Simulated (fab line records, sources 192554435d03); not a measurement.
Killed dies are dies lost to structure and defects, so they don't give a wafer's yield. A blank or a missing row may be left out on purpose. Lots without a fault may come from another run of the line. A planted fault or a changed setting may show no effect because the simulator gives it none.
Chamber matching | flow n5_finfet | N5_FIN_SAQP_HM_OPEN_73 on rie_diel-04: 4 sister chambers
The step chemistry CHF3/O2, target SiO2, stops on a-Si, target depth 12 nm, time 16.8 s. 14 wafers are shown with their chamber, then 7 later ones without.

WAFERS WITH THEIR CHAMBER
wafer  | chamber | showerhead_plenum_p_Torr (Torr) | rf_vpp_V (V) | drypump_motor_current_A (A)
L081.2 | 1       | 2.38                            | 503          | 5.9
L081.3 | 3       | 2.32                            | 515          | 5.0
L081.6 | 3       | 2.32                            | 515          | 5.1
L086.1 | 0       | 2.58                            | 523          | 5.5
L086.4 | 1       | 2.38                            | 504          | 5.8
L086.5 | 2       | 2.57                            | 539          | 5.1
L087.1 | 2       | 2.56                            | 539          | 5.1
L087.4 | 1       | 2.38                            | 504          | 5.8
L087.5 | 3       | 2.31                            | 515          | 5.0
L089.3 | 2       | 2.56                            | 538          | 5.1
L089.4 | 0       | 2.58                            | 522          | 5.5
L089.6 | 3       | 2.31                            | 516          | 5.0
L090.4 | 0       | 2.58                            | 523          | 5.6
L090.5 | 2       | 2.56                            | 539          | 5.1

SIGNATURES (means of the wafers above)
reading                  | chamber 0 | chamber 1 | chamber 2 | chamber 3 | scatter within a chamber
showerhead_plenum_p_Torr | 2.5800    | 2.3800    | 2.5625    | 2.3150    | 0.00418
rf_vpp_V                 | 522.67    | 503.67    | 538.75    | 515.25    | 0.532
drypump_motor_current_A  | 5.533     | 5.833     | 5.100     | 5.025     | 0.0456
Rule: a wafer's distance from a chamber is the root of the sum, over the readings, of the square of ((its reading less the chamber's mean) divided by the reading's scatter). The wafer belongs to the nearest chamber; if the next one is less than 2 further off, it can't be placed. The scatter: the root of (the sum of the squares of (reading less its chamber's mean) over the shown wafers, divided by (wafers less chambers)).

WAFERS WITHOUT THEIR CHAMBER
wafer  | showerhead_plenum_p_Torr (Torr) | rf_vpp_V (V) | drypump_motor_current_A (A)
L090.6 | 2.37                            | 505          | 5.8
L093.1 | 2.56                            | 539          | 5.1
L093.5 | 2.56                            | 538          | 5.1
L093.6 | 2.37                            | 505          | 5.8
L095.1 | 2.37                            | 503          | 5.8
L095.3 | 2.31                            | 515          | 5.0
L095.5 | 2.37                            | 503          | 5.9

WHICH CHAMBER EACH WENT THROUGH
wafer  | from the rows above | in truth
L090.6 | 1                   | 1
L093.1 | 2                   | 2
L093.5 | 2                   | 2
L093.6 | 1                   | 1
L095.1 | 1                   | 1
L095.3 | 3                   | 3
L095.5 | 1                   | 1
Placed correctly: 7 of 7. Can't be placed from these rows: 0. Placed wrongly: 0.
